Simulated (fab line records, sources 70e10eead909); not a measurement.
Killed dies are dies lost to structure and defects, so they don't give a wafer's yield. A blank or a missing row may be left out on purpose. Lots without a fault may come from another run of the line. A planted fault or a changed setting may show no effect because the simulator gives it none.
Which tool did it? | flow nand_harc | 6 lots, 18 wafers sampled, at 4 steps of a route of 1159

WHAT THE GAUGES READ, wafer by wafer
NHARC_A_CHANNEL_HOLE_D1_CD_MEAS_18.
lot  | measured     | on        | cd_nm (nm)
L911 | day 9 05:10  | cd_sem-02 | 100.4 100.8 101.1
L912 | day 9 13:47  | cd_sem-01 | 98.2 100.1 97.9
L914 | day 9 19:10  | cd_sem-02 | 101.3 98.8 99.3
L918 | day 12 05:07 | cd_sem-02 | 99.0 97.6 99.9
L923 | day 12 12:28 | cd_sem-02 | 100.7 98.2 98.4
L930 | day 13 23:20 | cd_sem-02 | 96.4 97.5 100.2

WHICH TOOL RAN EACH LOT (tool, then ch and the chambers of the sampled wafers, then the start)
lot  | NHARC_A_CHANNEL_HOLE_D1_DEP_00 | NHARC_A_CHANNEL_HOLE_D1_ETCH_34               | NHARC_A_CHANNEL_HOLE_D1_ETCH_16
L911 | acl_dep-02 ch 0, day 9 01:31   | rie_diel-13 ch 2,3, day 9 05:10 or earlier    | rie_diel-13 ch 0,1, day 9 05:10 or earlier
L912 | acl_dep-03 ch 0, day 9 09:51   | rie_diel-13 ch 0,1,3, day 9 13:47 or earlier  | rie_diel-13 ch 0,1,2, day 9 13:47 or earlier
L914 | acl_dep-01 ch 0, day 9 15:50   | rie_diel-13 ch 0,1,3, day 9 19:10 or earlier  | rie_diel-13 ch 0,2,3, day 9 19:10 or earlier
L918 | acl_dep-03 ch 0, day 12 00:00  | rie_diel-12 ch 0,1,2, day 12 05:07 or earlier | rie_diel-12 ch 0,3, day 12 05:07 or earlier
L923 | acl_dep-01 ch 0, day 12 08:59  | rie_diel-13 ch 0,1,2, day 12 12:28 or earlier | rie_diel-13 ch 1,2, day 12 12:28 or earlier
L930 | acl_dep-01 ch 0, day 13 19:24  | rie_diel-01 ch 0,2,3, day 13 23:20 or earlier | rie_diel-01 ch 0,1,2, day 13 23:20 or earlier
- NHARC_A_CHANNEL_HOLE_D1_DEP_00: deposits aC, target thk 3100 nm.
- NHARC_A_CHANNEL_HOLE_D1_ETCH_34: etches the open film in CF4/CHF3, target depth 154 nm, time 77 s.
- NHARC_A_CHANNEL_HOLE_D1_ETCH_16: etches the open film in O2/COS, target depth 3100 nm, time 806 s.

THE ANSWER, worked out from the rows above alone
Rule: what is usual is taken from the lots themselves. Put in order of their means at a reading, lots are off if they are a third of the lots or fewer, leave a main group of 4 or more, and stand apart from it by a gap of 3 or more times the standard deviation of the main group's means; of several such gaps the widest counts. A main group whose means are all the same, to the digits that the tables above print for the reading, isn't used. A lot without any number at a reading at which 4 lots or more have one is off too. The other lots that the step has rows for count as sound.
No lot is off at any reading shown: from this, nothing can be told.

WHAT THE SIMULATOR HAD PUT IN
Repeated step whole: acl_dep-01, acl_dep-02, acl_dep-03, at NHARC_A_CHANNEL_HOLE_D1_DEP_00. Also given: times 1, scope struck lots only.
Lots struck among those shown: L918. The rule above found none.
